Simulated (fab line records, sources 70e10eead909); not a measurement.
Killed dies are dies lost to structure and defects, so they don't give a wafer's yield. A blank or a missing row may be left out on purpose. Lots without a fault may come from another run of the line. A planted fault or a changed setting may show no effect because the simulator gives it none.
Chamber matching | flow nand_harc | NHARC_A_CONTACT_ETCH_88 on rie_diel-07: 4 sister chambers
The step etches the open film in CF4, target depth 39 nm, time 65 s. 4 wafers are shown with their chamber, then 8 later ones without.

WAFERS WITH THEIR CHAMBER
wafer  | chamber | showerhead_plenum_p_Torr (Torr)
L599.4 | 2       | 1.82
L606.1 | 0       | 1.80
L606.4 | 1       | 1.85
L607.4 | 3       | 1.68

WAFERS WITHOUT THEIR CHAMBER
wafer  | showerhead_plenum_p_Torr (Torr)
L607.5 | 1.84
L607.6 | 1.82
L614.4 | 1.68
L614.5 | 1.68
L614.6 | 1.82
L613.1 | 1.81
L613.3 | 1.84
L613.6 | 1.80

WHICH CHAMBER EACH WENT THROUGH
wafer  | from the rows above     | in truth
L607.5 | can't be placed: 1 or 2 | 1
L607.6 | 2                       | 2
L614.4 | 3                       | 3
L614.5 | 3                       | 3
L614.6 | 2                       | 2
L613.1 | can't be placed: 0 or 2 | 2
L613.3 | can't be placed: 1 or 2 | 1
L613.6 | 0                       | 0
Placed correctly: 5 of 8. Can't be placed from these rows: 3 (the true chamber is among the candidates in 3). Placed wrongly: 0.
How it was worked out, from the rows above alone: a wafer's distance from a chamber is the root of the sum, over the readings, of the square of ((its reading less the chamber's mean) divided by the reading's scatter). The wafer belongs to the nearest chamber; if the next one is less than 2 further off, it can't be placed. A chamber's mean is the mean of its shown wafers. The scatter: with one shown wafer a chamber, the root of the mean of the squares of how far each hidden wafer lies from its nearest shown one.
